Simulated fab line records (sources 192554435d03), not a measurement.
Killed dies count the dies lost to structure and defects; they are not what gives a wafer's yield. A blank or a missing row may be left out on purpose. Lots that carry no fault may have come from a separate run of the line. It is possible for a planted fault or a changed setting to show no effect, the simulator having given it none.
What tool caused it? ; flow n5_finfet ; 24 lots with 72 wafers sampled at 2 steps, on a route of 1938 steps

## WHAT THE GAUGES SHOWED, per wafer
N5_BEOL_M3_THK_MEAS_01.
lot;measured;on;M3_ILD_THK (nm)
L074;day 7 04:27;film_metro-02;77.6 79.2 80.2
L075;day 7 06:02;film_metro-02;80.0 77.9 79.1
L076;day 8 05:37;film_metro-02;76.9 76.9 78.5
L078;day 8 07:29;film_metro-02;79.3 78.6 80.4
L081;day 8 13:58;film_metro-01;78.1 78.9 78.6
L077;day 8 14:20;film_metro-02;80.3 82.1 80.2
L079;day 8 14:59;film_metro-02;79.9 80.7 80.1
L080;day 8 16:15;film_metro-02;79.2 80.4 80.9
L082;day 8 17:44;film_metro-01;80.2 79.8 80.5
L083;day 9 05:09;film_metro-01;79.2 81.3 81.1
L084;day 9 11:38;film_metro-01;80.2 79.9 80.7
L085;day 10 04:55;film_metro-02;77.8 77.9 79.5
L086;day 10 09:34;film_metro-01;76.8 78.8 77.0
L087;day 10 09:44;film_metro-02;79.8 80.0 80.8
L088;day 11 00:14;film_metro-01;79.7 80.9 79.3
L091;day 11 10:02;film_metro-02;79.9 77.8 81.7
L089;day 11 10:17;film_metro-02;79.3 80.3 80.2
L090;day 11 15:08;film_metro-01;78.0 78.0 80.6
L093;day 11 22:15;film_metro-01;79.1 80.0 81.4
L092;day 12 03:34;film_metro-01;78.8 78.9 80.0
L094;day 12 05:28;film_metro-01;78.4 78.6 80.9
L095;day 12 08:10;film_metro-01;78.1 80.9 79.5
L096;day 12 21:14;film_metro-02;79.2 78.9 77.3
L097;day 12 21:42;film_metro-01;79.0 78.9 80.1

## TOOL THAT RAN EACH LOT (tool first, then ch and the chambers of the sampled wafers, then the start)
lot;N5_BEOL_M2_DEP_57
L074;pecvd-01 ch 0,1, day 7 04:16
L075;pecvd-01 ch 1,2, day 7 05:50
L076;pecvd-01 ch 0,1,2, day 8 05:25
L078;pecvd-03 ch 0,1,2, day 8 07:17
L081;pecvd-02 ch 0,2, day 8 13:46
L077;pecvd-03 ch 0,1, day 8 14:08
L079;pecvd-03 ch 1,2, day 8 14:48
L080;pecvd-03 ch 1,2, day 8 16:03
L082;pecvd-01 ch 0,1,2, day 8 17:31
L083;pecvd-02 ch 0,1, day 9 04:58
L084;pecvd-02 ch 0,1, day 9 11:26
L085;pecvd-02 ch 0,2, day 10 04:43
L086;pecvd-02 ch 0,1,2, day 10 09:20
L087;pecvd-02 ch 0,1,2, day 10 09:32
L088;pecvd-02 ch 1,2, day 11 00:01
L091;pecvd-03 ch 0,1,2, day 11 09:50
L089;pecvd-02 ch 2, day 11 10:04
L090;pecvd-02 ch 1,2, day 11 14:56
L093;pecvd-03 ch 0,2, day 11 22:03
L092;pecvd-01 ch 0,2, day 12 03:22
L094;pecvd-01 ch 1,2, day 12 05:15
L095;pecvd-03 ch 1,2, day 12 07:58
L096;pecvd-02 ch 0,1,2, day 12 21:02
L097;pecvd-01 ch 0,1, day 12 21:30
- N5_BEOL_M2_DEP_57: deposits SiCN from 3MS/NH3, target thk 8 nm, time 14 s.

## AS READ BY THE TOOLS THEMSELVES (means over the sampled wafers that have a number; for cases with no such wafer, the mark the record gives instead)
N5_BEOL_M2_DEP_57.
lot;tool;showerhead_plenum_p_Torr (Torr);throttle_valve_pct (%)
L074;pecvd-01;3.662;9.0
L075;pecvd-01;3.662;9.0
L076;pecvd-01;3.662;9.0
L078;pecvd-03;3.678;9.2
L081;pecvd-02;3.664;9.2
L077;pecvd-03;3.683;8.9
L079;pecvd-03;3.668;9.5
L080;pecvd-03;3.673;9.3
L082;pecvd-01;3.668;8.9
L083;pecvd-02;3.668;9.2
L084;pecvd-02;3.678;9.1
L085;pecvd-02;3.659;8.9
L086;pecvd-02;3.667;9.0
L087;pecvd-02;3.662;9.0
L088;pecvd-02;3.666;9.0
L091;pecvd-03;3.680;8.8
L089;pecvd-02;3.658;8.8
L090;pecvd-02;3.659;8.9
L093;pecvd-03;3.683;8.4
L092;pecvd-01;3.667;9.0
L094;pecvd-01;3.665;9.0
L095;pecvd-03;3.664;9.5
L096;pecvd-02;3.671;8.9
L097;pecvd-01;3.659;9.1

## THE ANSWER, worked out from the rows above alone
Rule: the usual values come from the lots themselves. Put in order of their means at a reading, lots are off if they are a third of the lots or fewer, leave a main group of 4 or more, and stand apart from it by a gap of 3 or more times the standard deviation of the main group's means; of several such gaps the widest counts. A main group whose means are all the same, to the digits that the tables above print for the reading, isn't used. Also off: a lot with no number at a reading for which 4 or more lots have one. Any other lot the step has rows for is counted as sound. After the gauges, taken in route order, come the tools' own readings; for these a lot's mean is taken, as printed above. The first step at which some lot is off is used, and at that step the reading that is off furthest; a lot without a number counts as furthest.
Nothing can be told from this: no lot is off at any reading shown.

## WHAT THE SIMULATOR HAD PUT IN
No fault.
